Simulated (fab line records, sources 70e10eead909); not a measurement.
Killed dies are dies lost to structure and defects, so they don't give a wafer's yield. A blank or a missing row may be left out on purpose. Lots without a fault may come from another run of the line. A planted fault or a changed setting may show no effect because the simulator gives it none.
fab line records | flow nand_harc | part 1 of 2: steps 1 to 24 of 31
record lots=5 wafers=15 last_day=33
route steps=1302 shown A_STAIRCASE@781
lots that met no fault: from a run of the same line without faults
start_h: hours from the record's first day to the start of the lot's first wafer shown | wait_h: hours since the lot's step before | " the same as in the row above | L1.1+2: a row that stands for several wafers | - no value, or no start given | * or withheld: withheld | < > ~ a bound
route shown NAME@n: a module of which the file shows steps, and the number in the route of the first | usual: mean/standard deviation of fault-free wafers | same: alike in all rows | chamber/n: place in a boat | sites: the reading at each site | _std_site: their standard deviation | _edge_site: outer sites' mean less inner sites' | radius_mm: how far each site lies from the wafer's centre | mask NAME#n: copy n | behind: the tool/chamber that last shaped the wafer | hold: why the lot was held/for how many hours/how that ended | device: the transistor (n, p or np) that didn't switch | end of line: the same wafers' tests at the end of the route | a step without rows: its recipe alone | killed: dies lost to structure and defects at the first sort, not the wafer's yield | map: a wafer's dies, x killed, . not, _ none there
set.NAME: the setting as run; set.NAME@STEP: as run at that earlier step | model.NAME: the simulator's own value behind a step, which no gauge read
lots at some steps of the route; a table a step, a row a wafer
services: from which hour (start_h, from the record's first day; less than 0 if before it) a tool's chamber was out of use, for how many hours, and why
## steps
# step NHARC_A_STAIRCASE_DEVELOP_267
# recipe time_s=140
# same time_s=140
# columns lot.wafer tool chamber start_h wait_h
L075.1+2+6 litho_track-03 0 - -
L077.1+5+6 litho_track-07 0 - -
L079.1+2+6 litho_track-03 0 - -
L091.2+4+5 litho_track-02 0 - -
L094.2+3+5 litho_track-07 0 - -
# step NHARC_A_STAIRCASE_HARDBAKE_269
# recipe temp_c=120 time_s=140
# same time_s=140
# columns lot.wafer tool chamber start_h wait_h
L075.1+2+6 litho_track-02 0 377.98 -
L077.1+5+6 litho_track-03 0 415.65 -
L079.1+2+6 litho_track-03 0 421.19 -
L091.2+4+5 litho_track-03 0 549.65 -
L094.2+3+5 litho_track-03 0 577.95 -
# step NHARC_A_STAIRCASE_DESCUM_270
# recipe time_s=3 o2_flow_sccm=200 ar_flow_sccm=0 bias_power_w=0 chemistry=O2
# usual drypump_motor_current_A=5.8/0.46 oes_product_au=0.999/0.0083 rf_vpp_V=57.6/0.92 showerhead_plenum_p_Torr=1.91/0.093 throttle_valve_pct=11.311/0.0085
# same time_s=3
# columns lot.wafer tool chamber start_h wait_h drypump_motor_current_A oes_product_au rf_hours_counter_h rf_vpp_V showerhead_plenum_p_Torr throttle_valve_pct
L075.1 rie_diel-01 2 378.08 - 6.4 1.004 47 56.8 1.76 11.320
L075.2 " 0 " " 4.8 0.999 59 57.6 1.76 11.311
L075.6 " 3 " " 6.1 0.998 - 57.1 1.79 11.295
L077.1 rie_diel-09 2 417.20 - 5.8 1.001 16 56.0 1.81 11.315
L077.5 " 3 " " 5.5 0.985 - 57.2 1.91 11.303
L077.6 " 0 " " 6.1 0.992 - 58.2 1.94 11.315
L079.2 rie_diel-01 3 421.30 - 6.0 1.006 15 57.5 1.78 11.302
L079.1 " 0 " " 4.9 1.003 5 59.2 2.07 11.315
L079.6 " 3 " " 6.0 1.001 - 57.2 1.78 11.321
L091.2 rie_diel-01 2 549.75 - 6.4 1.004 64 57.5 2.05 11.321
L091.4 " 0 " " 4.8 0.995 50 57.7 2.06 11.308
L091.5 " 2 " " 6.4 1.007 - 60.7 2.05 11.317
L094.2 rie_diel-05 3 578.04 - 6.3 0.998 49 58.2 2.00 11.315
L094.3 " 1 " " 5.3 1.002 51 57.2 1.97 11.321
L094.5 " 3 " " 6.3 1.003 - 59.6 2.00 11.301
# step NHARC_A_STAIRCASE_ETCH_271
# recipe cf4_flow_sccm=100 chf3_flow_sccm=30 ar_flow_sccm=0 rf_w=500 bias_w=200 chemistry=CF4/CHF3
# usual drypump_motor_current_A=5.7/0.48 oes_product_au=0.950/0.021 rf_vpp_V=370.6/2.7 showerhead_plenum_p_Torr=1.57/0.072 throttle_valve_pct=16.803/0.01
# columns lot.wafer tool chamber start_h wait_h drypump_motor_current_A oes_product_au rf_hours_counter_h rf_vpp_V showerhead_plenum_p_Torr throttle_valve_pct
L075.1 rie_diel-01 3 378.17 0.1 6.0 0.956 59 367.6 1.47 16.808
L075.2 " 0 " " 4.9 0.979 59 368.2 1.46 16.790
L075.6 " 3 " " 6.1 0.968 - 367.3 1.47 16.815
L077.1 rie_diel-09 2 417.36 0.2 5.8 0.938 16 368.0 1.49 16.799
L077.6 " 0 " " 6.1 0.933 - 371.4 1.59 16.795
L077.5 " 1 " " 5.5 0.939 - 369.0 1.58 16.793
L079.1 rie_diel-01 3 421.42 0.1 6.1 0.916 15 367.7 1.47 16.812
L079.2 " 0 " " 4.8 0.928 5 373.8 1.70 16.812
L079.6 " 0 " " 4.8 0.942 - 375.7 1.70 16.792
L091.2 rie_diel-01 3 549.83 0.1 6.0 0.922 59 366.6 1.46 16.805
L091.4 " 0 " " 4.8 0.916 50 375.7 1.69 16.806
L091.5 " 0 " " 4.9 0.922 - 374.1 1.69 16.802
L094.3 rie_diel-05 2 578.14 0.1 4.7 0.988 50 369.2 1.55 16.815
L094.2 " 3 " " 6.3 0.962 49 374.2 1.64 16.795
L094.5 " 2 " " 4.7 0.977 - 369.1 1.55 16.809
# step NHARC_A_STAIRCASE_HM_OPEN_457
# recipe o2_flow_sccm=400 cos_flow_sccm=20 ar_flow_sccm=0 rf_w=500 bias_w=300 chemistry=O2/COS
# usual drypump_motor_current_A=5.7/0.47 oes_product_au=1.000/0.0074 rf_vpp_V=467/3.1 showerhead_plenum_p_Torr=3.12/0.14 throttle_valve_pct=28.329/0.009
# columns lot.wafer tool chamber start_h wait_h drypump_motor_current_A oes_product_au rf_hours_counter_h rf_vpp_V showerhead_plenum_p_Torr throttle_valve_pct
L075.2 rie_diel-01 0 - - 4.9 1.011 59 462 2.89 28.324
L075.1 " 2 " " 6.4 1.008 47 462 2.89 28.322
L075.6 " 0 " " 4.8 1.006 - 464 2.89 28.340
L077.1 rie_diel-09 3 - - 5.5 0.991 34 468 3.11 28.343
L077.5 " 2 " " 5.8 1.004 - 464 2.96 28.333
L077.6 " 3 " " 5.5 0.992 - 466 3.11 28.322
L079.1 rie_diel-01 0 - - 4.9 1.012 5 472 3.37 28.330
L079.2 " 2 " " 6.4 1.009 17 471 3.36 28.331
L079.6 " 0 " " 4.9 1.008 - 472 3.37 28.320
L091.2 rie_diel-01 1 - - 6.3 0.997 43 468 3.23 28.326
L091.4 " 3 " " 6.1 0.993 59 464 2.90 28.330
L091.5 " 0 " " 4.9 1.002 - 473 3.35 28.333
L094.2 rie_diel-05 0 - - 5.9 0.992 49 463 2.91 28.354
L094.3 " 3 " " 6.3 0.995 49 472 3.26 28.329
L094.5 " 1 " " 5.4 0.987 - 468 3.20 28.324
# step NHARC_A_STAIRCASE_STRIP_458
# recipe o2_flow_sccm=400 cos_flow_sccm=20 ar_flow_sccm=0 bias_w=0 chemistry=O2/COS
# columns lot.wafer tool chamber start_h wait_h
L075.1+2+6 rie_diel-01 2,0,1 - -
L077.1+5+6 rie_diel-09 2,2,3 - -
L079.1+2+6 rie_diel-01 2,3,2 - -
L091.4+2+5 rie_diel-01 2,0,3 - -
L094.3+2+5 rie_diel-05 0,1,3 - -
# step NHARC_A_STAIRCASE_ETCH_451
# recipe target_depth_a=300 overetch_a=30 time_s=16.5 ion_energy_ev=100 cf4_flow_sccm=80 o2_flow_sccm=20 ar_flow_sccm=0 rf_w=300 bias_w=100 chemistry=CF4/O2
# usual drypump_motor_current_A=5.7/0.49 oes_product_au=1.000/0.0084 rf_vpp_V=197.9/1.5 showerhead_plenum_p_Torr=1.33/0.062 throttle_valve_pct=13.398/0.0098
# same time_s=16.5
# columns lot.wafer tool chamber start_h wait_h drypump_motor_current_A oes_product_au rf_hours_counter_h rf_vpp_V showerhead_plenum_p_Torr throttle_valve_pct
L075.2 rie_diel-01 2 - - 6.4 1.018 47 196.0 1.23 13.398
L075.1 " 3 " " 6.0 1.005 59 197.4 1.25 13.398
L075.6 " 1 " " 6.3 0.997 - 199.2 1.39 13.404
L077.1 rie_diel-09 3 - - 5.5 0.996 34 196.7 1.33 13.380
L077.5 " 2 " " 5.8 1.014 - 195.7 1.27 13.399
L077.6 " 3 " " 5.5 1.000 - 197.3 1.33 13.392
L079.1 rie_diel-01 2 - - 6.4 0.992 17 200.8 1.44 13.386
L079.2 " 3 " " 6.0 0.984 15 195.3 1.24 13.405
L079.6 " 3 " " 6.1 0.987 - 194.8 1.24 13.392
L091.2 rie_diel-01 0 - - 4.8 1.005 50 200.4 1.43 13.385
L091.4 " 1 " " 6.3 0.989 43 200.4 1.38 13.408
L091.5 " 0 " " 4.9 0.987 - 199.4 1.43 13.408
L094.2 rie_diel-05 3 - - 6.3 1.011 49 199.9 1.39 13.382
L094.3 " 1 " " 5.3 0.999 51 198.4 1.37 13.398
L094.5 " 3 " " 6.3 1.003 - 198.5 1.39 13.388
# step NHARC_A_STAIRCASE_ETCH_273
# recipe target_depth_a=1.02e+05 time_s=2468.6 ion_energy_ev=800 c4f8_flow_sccm=80 o2_flow_sccm=60 ar_flow_sccm=withheld rf_w=600 bias_w=3000 chemistry=C4F8/O2/Ar
# usual oes_product_au=0.933/0.0099 rf_vpp_V=1827/12
# same time_s=2468.6
# columns lot.wafer tool chamber start_h wait_h oes_product_au rf_hours_counter_h rf_vpp_V
L075.1 rie_diel-01 2 - - 0.954 47 1808
L075.2 " 0 " " 0.949 60 1807
L075.6 " 1 " " 0.946 - 1837
L077.1 rie_diel-09 2 - - 0.942 17 1813
L077.5 " 1 " " 0.944 - 1828
L077.6 " 2 " " 0.945 - 1813
L079.1 rie_diel-01 3 - - 0.933 16 1808
L079.2 " 0 " " 0.936 6 1847
L079.6 " 2 " " 0.936 - 1847
L091.2 rie_diel-01 1 - - 0.925 44 1837
L091.4 " 3 " " 0.934 59 1807
L091.5 " 2 " " 0.926 - 1845
L094.3 rie_diel-05 2 - - 0.943 50 1822
L094.2 " 3 " " 0.942 49 1838
L094.5 " 2 " " 0.948 - 1824
# step NHARC_A_STAIRCASE_STRIP_274
# recipe o2_flow_sccm=500 ar_flow_sccm=0 bias_w=0 chemistry=O2
# usual drypump_motor_current_A=5.8/0.47 oes_product_au=1.000/0.0079 rf_vpp_V=57.9/0.94 showerhead_plenum_p_Torr=3.52/0.16 throttle_valve_pct=17.036/0.01
# columns lot.wafer tool chamber start_h wait_h drypump_motor_current_A oes_product_au rf_hours_counter_h rf_vpp_V showerhead_plenum_p_Torr throttle_valve_pct
L075.2 rie_diel-01 3 - - 6.1 0.998 60 56.5 3.31 17.045
L075.1 " 1 " " 6.3 0.991 55 58.3 3.68 17.033
L075.6 " 2 " " 6.4 1.005 - 56.9 3.27 17.020
L077.1 rie_diel-09 3 - - 5.6 0.989 35 57.4 3.52 17.012
L077.6 " 3 " " 5.6 1.000 - 56.4 3.52 17.019
L077.5 " 0 " " 6.1 0.994 - 58.3 3.57 17.039
L079.2 rie_diel-01 2 - - 6.4 0.996 19 59.5 3.80 17.025
L079.1 " 3 " " 6.0 0.986 17 57.9 3.30 17.033
L079.6 " 0 " " 4.8 0.996 - 56.9 3.80 17.052
L091.4 rie_diel-01 0 - - 4.8 0.991 51 57.5 3.78 17.043
L091.2 " 1 " " 6.3 0.990 45 59.5 3.65 17.048
L091.5 " 0 " " 4.8 0.995 - 59.6 3.78 17.026
L094.2 rie_diel-05 3 - - 6.3 0.996 50 59.0 3.68 17.030
L094.3 " 1 " " 5.4 0.995 51 59.0 3.62 17.045
L094.5 " 2 " " 4.7 0.994 - 57.4 3.48 17.037
# step NHARC_A_STAIRCASE_STRIP_275
# recipe time_s=900 temp_c=130 chemistry=SPM
# same time_s=900
# columns lot.wafer tool chamber start_h wait_h
L075.2+1+6 wet_bench-01 6,2,3 380.58 -
L077.6+5+1 wet_bench-09 6,7,3 420.11 -
L079.2+1+6 wet_bench-03 7,1,2 424.37 -
L091.4+5+2 wet_bench-01 6,7,2 552.24 -
L094.2+3+5 wet_bench-01 0,1,2 580.54 -
# step NHARC_A_STAIRCASE_PRECLEAN_276
# recipe time_s=* temp_c=50 bath_age_min=0 chemistry=SC1
# usual diw_flow_mL_min=1415/4.2 nh4oh_flow_mL_min=28.29/0.094
# same time_s=*
# columns lot.wafer tool chamber start_h wait_h diw_flow_mL_min nh4oh_flow_mL_min
L075.2 wet_bench-01 6 - - 1408 28.30
L075.1 " 2 " " 1414 28.47
L075.6 " 3 " " 1418 28.36
L077.6 wet_bench-09 6 - - 1416 28.22
L077.5 " 7 " " 1411 28.19
L077.1 " 3 " " 1414 28.39
L079.2 wet_bench-03 7 - - 1415 28.42
L079.1 " 1 " " 1416 28.37
L079.6 " 2 " " 1416 28.20
L091.4 wet_bench-01 6 - - 1414 28.16
L091.5 " 7 " " 1414 28.38
L091.2 " 2 " " 1418 28.32
L094.2 wet_bench-01 0 - - 1419 28.20
L094.3 " 1 " " 1420 28.33
L094.5 " 2 " " 1419 28.15
# step NHARC_A_STAIRCASE_SRD_277
# columns lot.wafer tool chamber start_h wait_h
L075.2+1+6 wet_bench-01 6,2,3 - -
L077.6+5+1 wet_bench-09 6,7,3 - -
L079.2+1+6 wet_bench-03 7,1,2 - -
L091.4+5+2 wet_bench-01 6,7,2 - -
L094.2+3+5 wet_bench-01 0,1,2 - -
# step NHARC_A_STAIRCASE_HM_DEP_459
# recipe target_thk_a=15000 temp_c=400 material=aC
# usual susceptor_temp_C=400.04/0.22 throttle_valve_pct=35.000/0.0084
# columns lot.wafer tool chamber start_h wait_h susceptor_temp_C throttle_valve_pct
L075.1 acl_dep-01 0 384.72 3.7 - 34.995
L075.2 " 0 " " - 35.007
L075.6 " 0 386.23 5.2 - 34.998
L077.1 acl_dep-03 0 420.63 0.1 400.06 34.999
L077.5 " 0 421.86 1.3 399.99 34.993
L077.6 " 0 " " 400.09 35.001
L079.1 acl_dep-02 0 424.88 0.1 399.91 35.001
L079.2 " 0 " " 399.80 34.999
L079.6 " 0 426.41 1.6 399.78 34.986
L091.2 acl_dep-03 0 559.35 6.7 399.96 34.977
L091.4 " 0 " " 399.88 35.004
L091.5 " 0 " " 399.88 35.000
L094.2 acl_dep-01 0 582.93 1.9 399.70 34.995
L094.3 " 0 " " 399.93 35.012
L094.5 " 0 " " 399.91 34.989
# step NHARC_A_STAIRCASE_DEP_280
# recipe target_thk_a=300 target_thk_nm=30 temp_c=400 pressure_torr=3.5 flow_sccm=200 rf_w=350 material=SiON
# usual heater_power_outer_w=462/64 heater_power_w=765/95 susceptor_temp_C=400.00/0.21
# columns lot.wafer tool chamber start_h wait_h heater_power_outer_w heater_power_w susceptor_temp_C
L075.1 pecvd-01 0 387.10 2.1 555 910 400.16
L075.2 " 1 " " 442 746 400.33
L075.6 " 1 " " 434 752 399.90
L077.1 pecvd-04 0 422.52 1.6 500 809 400.15
L077.6 " 2 " " 408 662 400.15
L077.5 " 1 " " 443 775 399.92
L079.1 pecvd-04 2 426.74 1.6 414 711 399.93
L079.2 " 0 " " 485 813 399.80
L079.6 " 1 " " 418 736 400.12
L091.2 pecvd-03 2 560.96 1.3 401 657 399.74
L091.5 " 1 " " 408 617 399.84
L091.4 " 0 " " 404 648 399.64
L094.2 pecvd-01 0 584.51 1.3 451 833 400.03
L094.3 " 1 " " 499 852 400.12
L094.5 " 1 " " 506 858 400.03
# step NHARC_A_STAIRCASE_DEHYDRATE_281
# recipe temp_c=150 time_s=120
# same time_s=120
# columns lot.wafer tool chamber start_h wait_h
L075.1+2+6 litho_track-02 0 387.34 0.2
L077.1+5+6 litho_track-03 0 422.76 0.2
L079.1+2+6 litho_track-03 0 427.01 0.2
L091.2+4+5 litho_track-03 0 561.20 0.2
L094.2+3+5 litho_track-07 0 584.75 0.2
# step NHARC_A_STAIRCASE_HMDS_282
# recipe time_s=30
# same time_s=30
# columns lot.wafer tool chamber start_h wait_h
L075.1+2+6 litho_track-02 0 - -
L077.1+5+6 litho_track-03 0 - -
L079.1+2+6 litho_track-03 0 - -
L091.2+4+5 litho_track-03 0 - -
L094.2+3+5 litho_track-07 0 - -
# step NHARC_A_STAIRCASE_COAT_283
# recipe spin_rpm=1200
# columns lot.wafer tool chamber start_h wait_h
L075.1+2+6 litho_track-02 0 - -
L077.1+5+6 litho_track-03 0 - -
L079.1+2+6 litho_track-03 0 - -
L091.2+4+5 litho_track-03 0 - -
L094.2+3+5 litho_track-07 0 - -
# step NHARC_A_STAIRCASE_SOFTBAKE_284
# recipe temp_c=135 time_s=170
# same time_s=170
# columns lot.wafer tool chamber start_h wait_h
L075.1+2+6 litho_track-02 0 - -
L077.1+5+6 litho_track-03 0 - -
L079.1+2+6 litho_track-03 0 - -
L091.2+4+5 litho_track-03 0 - -
L094.2+3+5 litho_track-07 0 - -
# step NHARC_A_STAIRCASE_EBR_285
# columns lot.wafer tool chamber start_h wait_h
L075.1+2+6 litho_track-02 0 - -
L077.1+5+6 litho_track-03 0 - -
L079.1+2+6 litho_track-03 0 - -
L091.2+4+5 litho_track-03 0 - -
L094.2+3+5 litho_track-07 0 - -
# step NHARC_A_STAIRCASE_EXPOSE_286
# recipe na=0.5 dose_mj=25.01 mask_id=CHOP_100
# usual stage_vel_mm_s=499.98/0.25
# columns lot.wafer tool chamber start_h wait_h mask stage_vel_mm_s
L075.1 krf_scanner-01 0 387.67 - CHOP_100#0 500.23
L075.2 " 0 " " CHOP_100#0 500.35
L075.6 " 0 " " CHOP_100#0 500.09
L077.1 krf_scanner-03 0 423.09 - CHOP_100#0 500.09
L077.5 " 0 " " CHOP_100#0 499.97
L077.6 " 0 " " CHOP_100#0 500.57
L079.1 krf_scanner-03 0 427.34 - CHOP_100#0 499.76
L079.2 " 0 " " CHOP_100#0 499.67
L079.6 " 0 " " CHOP_100#0 500.06
L091.2 krf_scanner-03 0 561.54 - CHOP_100#0 499.87
L091.4 " 0 " " CHOP_100#0 499.96
L091.5 " 0 " " CHOP_100#0 499.91
L094.2 krf_scanner-04 0 585.09 - CHOP_100#0 499.89
L094.3 " 0 " " CHOP_100#0 499.94
L094.5 " 0 " " CHOP_100#0 499.92
# step NHARC_A_STAIRCASE_PEB_287
# recipe peb_temp_c=115 peb_time_s=130
# columns lot.wafer tool chamber start_h wait_h
L075.1+2+6 litho_track-03 0 387.74 0.1
L077.1+5+6 litho_track-02 0 423.16 0.1
L079.1+2+6 litho_track-02 0 427.41 0.1
L091.2+4+5 litho_track-03 0 561.60 0.1
L094.2+3+5 litho_track-03 0 585.15 0.1
# step NHARC_A_STAIRCASE_DEVELOP_288
# recipe time_s=140
# same time_s=140
# columns lot.wafer tool chamber start_h wait_h
L075.1+2+6 litho_track-03 0 - -
L077.1+5+6 litho_track-02 0 - -
L079.1+2+6 litho_track-02 0 - -
L091.2+4+5 litho_track-03 0 - -
L094.2+3+5 litho_track-03 0 - -
# step NHARC_A_STAIRCASE_HARDBAKE_290
# recipe temp_c=120 time_s=140
# same time_s=140
# columns lot.wafer tool chamber start_h wait_h
L075.1+2+6 litho_track-02 0 387.96 -
L077.1+5+6 litho_track-03 0 423.38 -
L079.1+2+6 litho_track-02 0 427.62 -
L091.2+4+5 litho_track-07 0 561.82 -
L094.2+3+5 litho_track-02 0 585.37 -
# step NHARC_A_STAIRCASE_DESCUM_291
# recipe time_s=3 o2_flow_sccm=200 ar_flow_sccm=0 bias_power_w=0 chemistry=O2
# usual drypump_motor_current_A=5.8/0.48 oes_product_au=0.999/0.0081 rf_vpp_V=57.8/0.79 showerhead_plenum_p_Torr=1.92/0.095 throttle_valve_pct=11.311/0.0088
# same time_s=3
# columns lot.wafer tool chamber start_h wait_h drypump_motor_current_A oes_product_au rf_hours_counter_h rf_vpp_V showerhead_plenum_p_Torr throttle_valve_pct
L075.2 rie_diel-09 1 388.05 - 5.5 0.994 22 57.6 1.93 11.305
L075.1 " 0 " " 6.1 0.997 19 57.9 1.94 11.302
L075.6 " 3 " " 5.6 0.995 - 58.0 1.91 11.307
L077.1 rie_diel-01 3 423.48 - 6.1 0.992 17 57.4 1.78 11.322
L077.5 " 3 " " 6.1 0.996 - 57.4 1.78 11.296
L077.6 " 0 " " 4.8 1.016 - 60.0 2.07 11.290
L079.2 rie_diel-09 0 427.72 - 6.1 0.992 36 57.0 1.94 11.313
L079.1 " 1 " " 5.5 0.995 44 58.0 1.92 11.310
L079.6 " 1 " " 5.5 0.993 - 58.6 1.92 11.306
L091.2 rie_diel-05 1 561.92 - 5.3 1.009 43 57.6 1.97 11.324
L091.4 " 2 " " 4.7 0.994 41 57.7 1.89 11.309
L091.5 " 0 " " 5.8 0.998 - 56.2 1.78 11.306
L094.3 rie_diel-09 2 585.47 - 5.8 1.004 30 57.2 1.79 11.317
L094.2 " 3 " " 5.5 0.990 22 57.9 1.89 11.321
L094.5 " 1 " " 5.5 1.008 - 58.9 1.91 11.302
